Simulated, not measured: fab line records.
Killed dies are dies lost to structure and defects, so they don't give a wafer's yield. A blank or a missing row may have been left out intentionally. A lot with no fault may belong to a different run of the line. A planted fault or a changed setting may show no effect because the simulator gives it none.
fab line records	flow n5_finfet	part 1 of 2: steps 1 to 18 of 28
record: lots: 5	wafers: 15	last_day: 18
route steps=1938 shown HKMG_FIN@392
lots with no fault: from the same line, run without faults
start_h: the number of hours between the record's first day and the start of the first shown wafer of the lot	wait_h: time in hours since the lot's previous step	" same as the row above	L1.1+2: a row that stands for several wafers	- either no value or no given start	* or withheld: withheld	< > ~ a bound
route shown NAME@n: a module of which the file shows steps, and the number in the route of the first	usual: mean/standard deviation of fault-free wafers	same: alike in all rows	chamber/n: place in a boat	sites: readings site by site	_std_site: their standard deviation	_edge_site: the outer-site mean with the inner-site mean subtracted	radius_mm: for every site, how far away it sits from the centre of the wafer	mask NAME#n: copy n	behind: tool/chamber where the wafer was last shaped	hold: why the lot went on hold/how many hours it stayed there/how the hold came to an end	device: transistor that didn't switch, given as n, p or np	end of line: the route-end tests of the same wafers	for a step that has no rows: nothing shown but its recipe	killed: not the wafer's yield, but the dies lost to structure and defects at the first sort	map: per-die view of a wafer (x killed, . not killed, _ where there is no die)
set.NAME: the run value of the setting; set.NAME@STEP: its run value at that earlier step	model.NAME: the simulator's own value behind a step, which no gauge read
certain route steps with their lots: each step a table, each wafer a row
services: the hour from which a tool's chamber was out of use, counted from the record's first day as start_h (under 0 if before that day), plus the number of hours and why
== steps ==
step: N5_HKMG_FIN_COAT_43
recipe: resist: CAR-ArF	spin_rpm: 1500	resist_thk_nm: 90
usual: chill_plate_temp_C: 23.01/0.091
lot.wafer	tool	chamber	start_h	wait_h	chill_plate_temp_C
L074.1	litho_track-05	0	-	-	23.06
L074.2	"	0	"	"	23.05
L074.5	"	0	"	"	22.87
L076.1	litho_track-03	0	-	-	22.85
L076.2	"	0	"	"	22.83
L076.4	"	0	"	"	22.94
L086.4	litho_track-03	0	-	-	23.05
L086.5	"	0	"	"	23.03
L086.6	"	0	"	"	22.99
L093.1	litho_track-02	0	-	-	22.95
L093.3	"	0	"	"	23.02
L093.6	"	0	"	"	23.02
L094.1	litho_track-03	0	-	-	22.91
L094.2	"	0	"	"	23.09
L094.6	"	0	"	"	22.95
step: N5_HKMG_FIN_EBR_45
recipe: solvent: PGMEA	ebr_width_mm: 1.5
usual: chill_plate_temp_C: 23.00/0.098
lot.wafer	tool	chamber	start_h	wait_h	chill_plate_temp_C
L074.1	litho_track-05	0	-	-	23.01
L074.2	"	0	"	"	23.19
L074.5	"	0	"	"	23.02
L076.1	litho_track-03	0	-	-	22.92
L076.2	"	0	"	"	23.00
L076.4	"	0	"	"	22.91
L086.4	litho_track-03	0	-	-	22.99
L086.5	"	0	"	"	22.95
L086.6	"	0	"	"	22.99
L093.1	litho_track-02	0	-	-	22.90
L093.3	"	0	"	"	22.90
L093.6	"	0	"	"	22.91
L094.1	litho_track-03	0	-	-	22.86
L094.2	"	0	"	"	22.97
L094.6	"	0	"	"	23.03
step: N5_HKMG_FIN_SOFTBAKE_44
recipe: temp_c: 110	time_s: 60	resist: CAR-ArF
usual: chill_plate_temp_C: 23.02/0.1
lot.wafer	tool	chamber	start_h	wait_h	chill_plate_temp_C
L074.1	litho_track-05	0	-	-	23.15
L074.2	"	0	"	"	23.04
L074.5	"	0	"	"	23.19
L076.1	litho_track-03	0	-	-	22.99
L076.2	"	0	"	"	22.99
L076.4	"	0	"	"	22.85
L086.4	litho_track-03	0	-	-	22.80
L086.5	"	0	"	"	22.91
L086.6	"	0	"	"	22.95
L093.1	litho_track-02	0	-	-	22.90
L093.3	"	0	"	"	22.95
L093.6	"	0	"	"	23.02
L094.1	litho_track-03	0	-	-	23.17
L094.2	"	0	"	"	23.03
L094.6	"	0	"	"	22.93
step: N5_HKMG_FIN_EXPOSE_46
recipe: mask_id: NDIPOLE	na: 1.35	source_shape: conventional	sigma_outer: 0.8	polarization: unpolarized	dose_mj: 40
usual: reticle_temp_C: 22.99/0.1
lot.wafer	tool	chamber	start_h	wait_h	mask	reticle_temp_C
L074.1	arfi_scanner-01	0	72.41	-	NDIPOLE#0	22.99
L074.2	"	0	"	"	NDIPOLE#0	23.21
L074.5	"	0	"	"	NDIPOLE#0	23.03
L076.1	arfi_scanner-01	0	84.10	-	NDIPOLE#0	22.85
L076.2	"	0	"	"	NDIPOLE#0	22.96
L076.4	"	0	"	"	NDIPOLE#0	22.99
L086.4	arfi_scanner-02	0	143.81	-	NDIPOLE#0	22.88
L086.5	"	0	"	"	NDIPOLE#0	23.00
L086.6	"	0	"	"	NDIPOLE#0	23.06
L093.1	arfi_scanner-03	0	185.79	-	NDIPOLE#0	22.97
L093.3	"	0	"	"	NDIPOLE#0	22.98
L093.6	"	0	"	"	NDIPOLE#0	22.93
L094.1	arfi_scanner-02	0	192.16	-	NDIPOLE#0	23.00
L094.2	"	0	"	"	NDIPOLE#0	23.03
L094.6	"	0	"	"	NDIPOLE#0	23.05
step: N5_HKMG_FIN_PEB_47
recipe: peb_temp_c: withheld	peb_time_s: 60	resist: CAR-ArF
usual: chill_plate_temp_C: 22.99/0.1
lot.wafer	tool	chamber	start_h	wait_h	chill_plate_temp_C
L074.1	litho_track-03	0	72.47	0.1	23.26
L074.2	"	0	"	"	22.83
L074.5	"	0	"	"	23.03
L076.1	litho_track-03	0	84.16	0.1	23.03
L076.2	"	0	"	"	22.92
L076.4	"	0	"	"	22.96
L086.4	litho_track-02	0	143.85	0.0	22.87
L086.5	"	0	"	"	23.06
L086.6	"	0	"	"	23.23
L093.1	litho_track-02	0	185.85	0.1	22.90
L093.3	"	0	"	"	23.04
L093.6	"	0	"	"	23.19
L094.1	litho_track-03	0	192.21	0.1	23.01
L094.2	"	0	"	"	23.09
L094.6	"	0	"	"	22.98
step: N5_HKMG_FIN_DEVELOP_48
recipe: develop_time_s: 30	developer: TMAH	resist: CAR-ArF	rinse_liquid: diw	dry: air_spin	dev_temp_c: 23
usual: chill_plate_temp_C: 22.99/0.1
lot.wafer	tool	chamber	start_h	wait_h	chill_plate_temp_C
L074.1	litho_track-03	0	-	-	22.78
L074.2	"	0	"	"	23.09
L074.5	"	0	"	"	22.97
L076.1	litho_track-03	0	-	-	23.07
L076.2	"	0	"	"	23.04
L076.4	"	0	"	"	22.96
L086.4	litho_track-02	0	-	-	22.98
L086.5	"	0	"	"	22.90
L086.6	"	0	"	"	22.85
L093.1	litho_track-02	0	-	-	22.95
L093.3	"	0	"	"	23.00
L093.6	"	0	"	"	22.97
L094.1	litho_track-03	0	-	-	23.01
L094.2	"	0	"	"	22.98
L094.6	"	0	"	"	23.00
step: N5_HKMG_FIN_CD_MEAS_49
recipe: target_cd_nm: 202	landing_energy_ev: 500	detector: se_inlens	polarity: opening
usual: cd_nm: 202.0/0.58
lot.wafer	tool	chamber	start_h	wait_h	cd_nm
L074.1	cd_sem-03	0	72.54	-	202.3
L074.2	"	0	"	"	201.8
L074.5	"	0	"	"	201.4
L076.1	cd_sem-03	0	84.22	-	202.5
L076.2	"	0	"	"	202.5
L076.4	"	0	"	"	201.6
L086.4	cd_sem-01	0	143.92	-	200.7
L086.5	"	0	"	"	201.5
L086.6	"	0	"	"	201.1
L093.1	cd_sem-03	0	185.92	-	201.5
L093.3	"	0	"	"	201.5
L093.6	"	0	"	"	202.0
L094.1	cd_sem-01	0	192.28	-	201.5
L094.2	"	0	"	"	201.9
L094.6	"	0	"	"	201.6
step: N5_HKMG_FIN_OVL_MEAS_50
recipe: points_per_wafer: 44
usual: NDIPOLE_OVL: 0.3/0.62
lot.wafer	tool	chamber	start_h	wait_h	NDIPOLE_OVL[nm]
L074.1	overlay-02	0	72.57	0.0	0.1
L074.2	"	0	"	"	-0.7
L074.5	"	0	"	"	-1.2
L076.1	overlay-02	0	84.25	0.0	-0.4
L076.2	"	0	"	"	0.6
L076.4	"	0	"	"	0.1
L086.4	overlay-02	0	143.95	0.0	0.4
L086.5	"	0	"	"	0.5
L086.6	"	0	"	"	0.3
L093.1	overlay-02	0	185.95	0.0	1.8
L093.3	"	0	"	"	0.1
L093.6	"	0	"	"	-0.1
L094.1	overlay-02	0	192.31	0.0	0.2
L094.2	"	0	"	"	0.5
L094.6	"	0	"	"	0.7
step: N5_HKMG_FIN_INSPECT_61
recipe: mode: adi	inspect_instrument: macro
usual: raw_defect_count: 1.8/1.3
lot.wafer	tool	chamber	start_h	wait_h	raw_defect_count
L074.1	defect_inspect-01	-	72.59	0.0	4
L074.2	"	-	"	"	1
L074.5	"	-	"	"	1
L076.1	defect_inspect-02	-	84.28	0.0	4
L076.2	"	-	"	"	1
L076.4	"	-	"	"	2
L086.4	defect_inspect-02	-	143.97	0.0	1
L086.5	"	-	"	"	3
L086.6	"	-	"	"	2
L093.1	defect_inspect-01	-	185.97	0.0	2
L093.3	"	-	"	"	1
L093.6	"	-	"	"	2
L094.1	defect_inspect-01	-	192.34	0.0	1
L094.2	"	-	"	"	1
L094.6	"	-	"	"	2
step: N5_HKMG_FIN_DESCUM_53
recipe: chemistry: O2	time_s: 7.9	source_power_w: 50	bias_power_w: 20	pressure_mtorr: 20	rf_frequency_hz: 2.712e+07	temp_c: 40	resist: CAR-ArF	o2_flow_sccm: 225
usual: drypump_motor_current_A: 5.7/0.44	oes_product_au: 0.81/0.076	rf_vpp_V: 242.8/1.4	showerhead_plenum_p_Torr: 2.07/0.07	throttle_valve_pct: 20.35/0.16
lot.wafer	tool	chamber	start_h	wait_h	drypump_motor_current_A	oes_product_au	rf_hours_counter_h	rf_vpp_V	showerhead_plenum_p_Torr	throttle_valve_pct
L074.1	rie_diel-01	2	72.63	0.0	5.6	0.83	77	244.0	2.13	20.35
L074.2	"	3	"	"	6.2	0.82	68	243.3	2.04	20.32
L074.5	"	1	"	"	5.0	0.70	-	241.8	2.00	20.75
L076.1	rie_diel-02	3	84.31	0.0	5.9	0.81	96	244.7	2.21	20.09
L076.2	"	0	"	"	5.2	0.72	160	241.9	2.07	20.34
L076.4	"	2	"	"	5.7	0.98	8	241.6	2.04	20.35
L086.4	rie_diel-02	2	144.69	0.7	5.7	0.90	36	241.8	2.03	20.39
L086.5	"	2	"	"	5.7	0.90	-	242.3	2.03	20.37
L086.6	"	3	"	"	5.9	0.78	-	244.5	2.20	20.12
L093.1	rie_diel-04	1	186.01	0.0	5.4	0.76	141	241.4	2.01	20.48
L093.3	"	2	"	"	4.7	0.88	44	244.1	2.12	20.13
L093.6	"	0	"	"	6.1	0.88	-	242.4	2.02	20.20
L094.1	rie_diel-02	2	192.37	0.0	5.7	0.87	52	241.8	2.02	20.42
L094.2	"	3	"	"	5.9	0.76	140	244.5	2.19	20.15
L094.6	"	0	"	"	5.2	0.69	-	244.1	2.06	20.40
step: N5_HKMG_FIN_ETCH_54
recipe: chemistry: CF4	target: SiARC	target_depth_a: 455	mask_material: CAR-ArF	time_s: 75.8	ion_energy_ev: 80	pressure_mtorr: 40	source_w: 545	bias_w: 36	Ar_flow_sccm: 100	cf4_flow_sccm: 100	ends: cleared
usual: drypump_motor_current_A: 5.7/0.44	etch_rf_on_time_s: 75.6/1.3	oes_product_au: 0.69/0.065	rf_vpp_V: 183.8/1.2	showerhead_plenum_p_Torr: 2.12/0.064	throttle_valve_pct: 15.57/0.17
lot.wafer	tool	chamber	start_h	wait_h	drypump_motor_current_A	etch_rf_on_time_s	oes_product_au	rf_hours_counter_h	rf_vpp_V	showerhead_plenum_p_Torr	throttle_valve_pct
L074.1	rie_diel-01	2	72.66	0.0	5.6	76.6	0.70	77	185.5	2.17	15.46
L074.2	"	3	"	"	6.2	77.2	0.70	68	184.1	2.09	15.42
L074.5	"	1	"	"	5.0	75.1	0.60	-	182.9	2.02	15.81
L076.1	rie_diel-02	3	84.35	0.0	5.9	73.8	0.69	96	185.5	2.25	15.23
L076.2	"	0	"	"	5.2	77.4	0.62	160	184.5	2.15	15.71
L076.4	"	2	"	"	5.7	72.5	0.83	8	184.7	2.11	15.61
L086.4	rie_diel-02	2	144.73	0.0	5.7	73.4	0.78	36	183.3	2.10	15.66
L086.5	"	2	"	"	5.7	73.9	0.76	-	184.5	2.10	15.66
L086.6	"	3	"	"	5.9	75.8	0.67	-	185.4	2.24	15.29
L093.1	rie_diel-04	1	186.04	0.0	5.4	75.8	0.65	141	182.0	2.06	15.62
L093.3	"	2	"	"	4.7	75.6	0.75	44	185.8	2.17	15.32
L093.6	"	0	"	"	6.1	74.5	0.74	-	182.7	2.11	15.56
L094.1	rie_diel-02	2	192.40	0.0	5.7	74.6	0.74	52	182.2	2.09	15.70
L094.2	"	3	"	"	5.9	76.1	0.64	140	185.7	2.23	15.30
L094.6	"	0	"	"	5.2	77.3	0.59	-	184.7	2.13	15.80
step: N5_HKMG_FIN_ETCH_55
recipe: chemistry: N2/H2	target: SOC	target_depth_a: 2400	temp_c: 40	time_s: 300	ion_energy_ev: 200	mask_material: SiARC	pressure_mtorr: 30	source_w: 840	bias_w: 150	n2_flow_sccm: 200	h2_flow_sccm: 200
usual: drypump_motor_current_A: 5.7/0.44	oes_product_au: 0.81/0.075	rf_vpp_V: 523.1/2.4	showerhead_plenum_p_Torr: 2.52/0.083	throttle_valve_pct: 17.82/0.23
lot.wafer	tool	chamber	start_h	wait_h	drypump_motor_current_A	oes_product_au	rf_hours_counter_h	rf_vpp_V	showerhead_plenum_p_Torr	throttle_valve_pct
L074.1	rie_diel-01	2	72.72	0.0	5.6	0.82	77	525.5	2.59	17.89
L074.2	"	3	"	"	6.2	0.82	68	521.9	2.47	17.66
L074.5	"	1	"	"	5.1	0.70	-	519.0	2.40	17.99
L076.1	rie_diel-02	3	84.40	0.0	5.9	0.81	96	526.9	2.68	17.48
L076.2	"	0	"	"	5.2	0.72	161	522.8	2.54	17.92
L076.4	"	2	"	"	5.7	0.96	8	523.8	2.51	18.13
L086.4	rie_diel-02	2	144.79	0.0	5.7	0.90	36	521.7	2.50	18.18
L086.5	"	2	"	"	5.7	0.90	-	522.0	2.50	18.18
L086.6	"	3	"	"	5.9	0.77	-	525.8	2.67	17.51
L093.1	rie_diel-04	1	186.10	0.0	5.4	0.76	141	521.3	2.46	18.10
L093.3	"	2	"	"	4.7	0.88	44	526.7	2.59	17.55
L093.6	"	0	"	"	6.1	0.87	-	522.2	2.47	17.65
L094.1	rie_diel-02	2	192.46	0.0	5.7	0.87	53	521.7	2.49	18.20
L094.2	"	3	"	"	5.9	0.76	140	527.4	2.66	17.55
L094.6	"	0	"	"	5.2	0.70	-	522.0	2.52	18.00
step: N5_HKMG_FIN_STRIP_56
recipe: chemistry: N2/H2	temp_c: 40	n2_flow_sccm: 200	h2_flow_sccm: 200	rf_frequency_hz: 6e+07
lot.wafer	tool	chamber	start_h	wait_h
L074.1+2+5	rie_diel-01	2,3,1	72.90	0.1
L076.1+2+4	rie_diel-02	3,0,2	84.58	0.1
L086.4+5+6	rie_diel-02	2,2,3	144.97	0.1
L093.1+3+6	rie_diel-04	1,2,0	186.28	0.1
L094.1+2+6	rie_diel-02	2,3,0	192.64	0.1
step: N5_HKMG_FIN_STRIP_57
recipe: chemistry: CF4	resist: SiARC	power_w: 300	bias_power_w: 75	pressure_mtorr: 50	cf4_flow_sccm: 150	rf_frequency_hz: 6e+07
usual: drypump_motor_current_A: 5.7/0.44	oes_product_au: 0.80/0.07	power_w: 300.2/0.86	rf_vpp_V: 270.8/1.5	showerhead_plenum_p_Torr: 1.78/0.052	throttle_valve_pct: 13.52/0.17
lot.wafer	tool	chamber	start_h	wait_h	drypump_motor_current_A	oes_product_au	power_w	rf_hours_counter_h	rf_vpp_V	showerhead_plenum_p_Torr	throttle_valve_pct
L074.1	rie_diel-01	2	72.91	0.0	5.6	0.80	300.8	77	271.8	1.81	13.44
L074.2	"	3	"	"	6.2	0.81	301.3	68	269.8	1.74	13.35
L074.5	"	1	"	"	5.0	0.69	301.4	-	268.4	1.69	13.79
L076.1	rie_diel-02	3	84.59	0.0	5.9	0.79	299.3	96	272.2	1.88	13.19
L076.2	"	0	"	"	5.2	0.72	300.4	161	272.9	1.80	13.66
L076.4	"	2	"	"	5.7	0.94	300.4	8	269.7	1.76	13.52
L086.4	rie_diel-02	2	144.98	0.0	5.7	0.88	300.1	36	271.0	1.76	13.55
L086.5	"	2	"	"	5.7	0.88	300.0	-	271.6	1.76	13.56
L086.6	"	3	"	"	5.9	0.76	300.5	-	272.9	1.87	13.27
L093.1	rie_diel-04	1	186.29	0.0	5.4	0.75	300.3	141	269.1	1.73	13.59
L093.3	"	2	"	"	4.7	0.87	300.1	44	272.0	1.82	13.29
L093.6	"	0	"	"	6.1	0.86	301.5	-	270.7	1.77	13.52
L094.1	rie_diel-02	2	192.65	0.0	5.7	0.85	301.8	53	271.2	1.75	13.59
L094.2	"	3	"	"	5.9	0.75	300.1	140	274.0	1.86	13.29
L094.6	"	0	"	"	5.2	0.69	299.9	-	270.1	1.78	13.75
step: N5_HKMG_FIN_ETCH_58
recipe: chemistry: N2/H2	target: SOC	target_depth_a: 2158	ion_energy_ev: 50	bias_w: 13	time_s: 741	pressure_mtorr: 30	source_w: 875	n2_flow_sccm: 200	h2_flow_sccm: 200
usual: drypump_motor_current_A: 5.7/0.44	oes_product_au: 0.81/0.075	rf_vpp_V: 99.0/1	showerhead_plenum_p_Torr: 2.52/0.083	throttle_valve_pct: 17.77/0.23
lot.wafer	tool	chamber	start_h	wait_h	drypump_motor_current_A	oes_product_au	rf_hours_counter_h	rf_vpp_V	showerhead_plenum_p_Torr	throttle_valve_pct
L074.1	rie_diel-01	2	72.93	0.0	5.6	0.82	78	99.8	2.59	17.84
L074.2	"	3	"	"	6.2	0.82	68	98.5	2.47	17.61
L074.5	"	1	"	"	5.1	0.70	-	99.9	2.40	17.95
L076.1	rie_diel-02	3	84.61	0.0	5.9	0.81	96	99.6	2.68	17.42
L076.2	"	0	"	"	5.2	0.73	161	99.2	2.54	17.90
L076.4	"	2	"	"	5.7	0.96	8	98.5	2.51	18.08
L086.4	rie_diel-02	2	145.00	0.0	5.7	0.90	36	99.1	2.50	18.14
L086.5	"	2	"	"	5.7	0.90	-	98.8	2.50	18.12
L086.6	"	3	"	"	5.9	0.77	-	99.2	2.67	17.48
L093.1	rie_diel-04	1	186.31	0.0	5.4	0.76	141	97.3	2.46	18.07
L093.3	"	2	"	"	4.7	0.88	44	98.3	2.59	17.51
L093.6	"	0	"	"	6.2	0.86	-	100.0	2.47	17.59
L094.1	rie_diel-02	2	192.67	0.0	5.7	0.88	53	99.2	2.49	18.14
L094.2	"	3	"	"	5.9	0.75	140	100.6	2.66	17.49
L094.6	"	0	"	"	5.2	0.69	-	99.4	2.52	17.98
step: N5_HKMG_FIN_STRIP_93
recipe: chemistry: N2/H2	material: SOC	time_s: 20	power_w: 500	temp_c: 40	pressure_mtorr: 50	rf_frequency_hz: 6e+07	bias_power_w: 8	h2_frac: 0.5	n2_flow_sccm: 300	h2_flow_sccm: 300
usual: drypump_motor_current_A: 5.7/0.44	oes_product_au: 0.81/0.077	power_w: 500.0/1.6	rf_vpp_V: 54.1/0.88	showerhead_plenum_p_Torr: 3.33/0.11	throttle_valve_pct: 19.1/0.51
lot.wafer	tool	chamber	start_h	wait_h	drypump_motor_current_A	oes_product_au	power_w	rf_hours_counter_h	rf_vpp_V	showerhead_plenum_p_Torr	throttle_valve_pct
L074.1	rie_diel-01	2	73.35	0.2	5.6	0.81	501.6	78	54.2	3.41	19.4
L074.2	"	3	"	"	6.2	0.81	500.8	68	55.2	3.27	18.7
L074.5	"	1	"	"	5.0	0.70	500.2	-	51.8	3.17	19.0
L076.1	rie_diel-02	3	85.04	0.2	5.9	0.80	498.7	97	52.9	3.53	18.6
L076.2	"	0	"	"	5.3	0.72	500.0	161	55.6	3.35	19.2
L076.4	"	2	"	"	5.7	0.97	501.3	8	53.7	3.32	20.0
L086.4	rie_diel-02	2	145.42	0.2	5.7	0.92	498.5	36	53.8	3.30	20.1
L086.5	"	2	"	"	5.7	0.92	502.0	-	53.6	3.31	20.1
L086.6	"	3	"	"	5.9	0.76	501.1	-	55.1	3.52	18.6
L093.1	rie_diel-04	1	186.73	0.2	5.4	0.77	501.0	141	52.2	3.25	19.7
L093.3	"	2	"	"	4.7	0.87	498.7	44	54.7	3.41	18.5
L093.6	"	0	"	"	6.2	0.87	500.2	-	55.1	3.27	18.8
L094.1	rie_diel-02	2	193.10	0.2	5.7	0.88	501.8	53	53.6	3.30	20.1
L094.2	"	3	"	"	5.9	0.75	497.4	141	55.3	3.51	18.7
L094.6	"	0	"	"	5.3	0.69	498.0	-	54.1	3.33	19.3
step: N5_HKMG_FIN_WET_ETCH_76
recipe: chemistry: dNH4OH	mix: 1:50	temp_c: 25	target: Al2O3	stop_on: La2O3	target_depth_nm: 2.25	dry: ipa_marangoni	rinse_time_s: 30	rinse_temp_c: 23
usual: bath_heat_duty_pct: 6.3/0.85
lot.wafer	tool	chamber	start_h	wait_h	bath_heat_duty_pct
L074.1	wet_bench-03	0	73.44	0.1	6.2
L074.2	"	5	"	"	6.5
L074.5	"	1	"	"	7.0
L076.1	wet_bench-04	6	85.12	0.1	6.4
L076.2	"	1	"	"	6.9
L076.4	"	3	"	"	5.9
L086.4	wet_bench-04	6	145.50	0.1	6.2
L086.5	"	3	"	"	5.5
L086.6	"	7	"	"	5.4
L093.1	wet_bench-04	0	186.82	0.1	7.4
L093.3	"	2	"	"	6.5
L093.6	"	3	"	"	6.2
L094.1	wet_bench-03	1	193.18	0.1	6.0
L094.2	"	7	"	"	4.3
L094.6	"	6	"	"	7.1
step: N5_HKMG_FIN_STRIP_60
recipe: chemistry: N2/H2	power_w: 2500	temp_c: 300	h2_frac: 0.65	time_s: 360	pressure_mtorr: withheld	n2_flow_sccm: 1750	h2_flow_sccm: 3250
usual: drypump_motor_current_A: 5.4/0.54	heater_power_w: 495/42
lot.wafer	tool	chamber	start_h	wait_h	drypump_motor_current_A	heater_power_w	rf_hours_counter_h
L074.1	plasma_asher-02	1	73.51	0.0	5.9	492	89
L074.2	"	0	"	"	5.1	557	89
L074.5	"	1	"	"	5.9	491	-
L076.1	plasma_asher-02	1	85.19	0.0	5.9	500	93
L076.2	"	0	"	"	5.1	555	93
L076.4	"	0	"	"	5.1	549	-
L086.4	plasma_asher-01	1	145.69	0.1	4.7	452	-
L086.5	"	1	"	"	4.7	458	-
L086.6	"	0	"	"	6.0	440	-
L093.1	plasma_asher-02	1	186.88	0.0	5.9	516	111
L093.3	"	0	"	"	5.1	555	-
L093.6	"	0	"	"	5.1	558	-
L094.1	plasma_asher-01	0	193.25	0.0	6.0	441	57
L094.2	"	1	"	"	4.7	469	57
L094.6	"	0	"	"	6.0	440	-
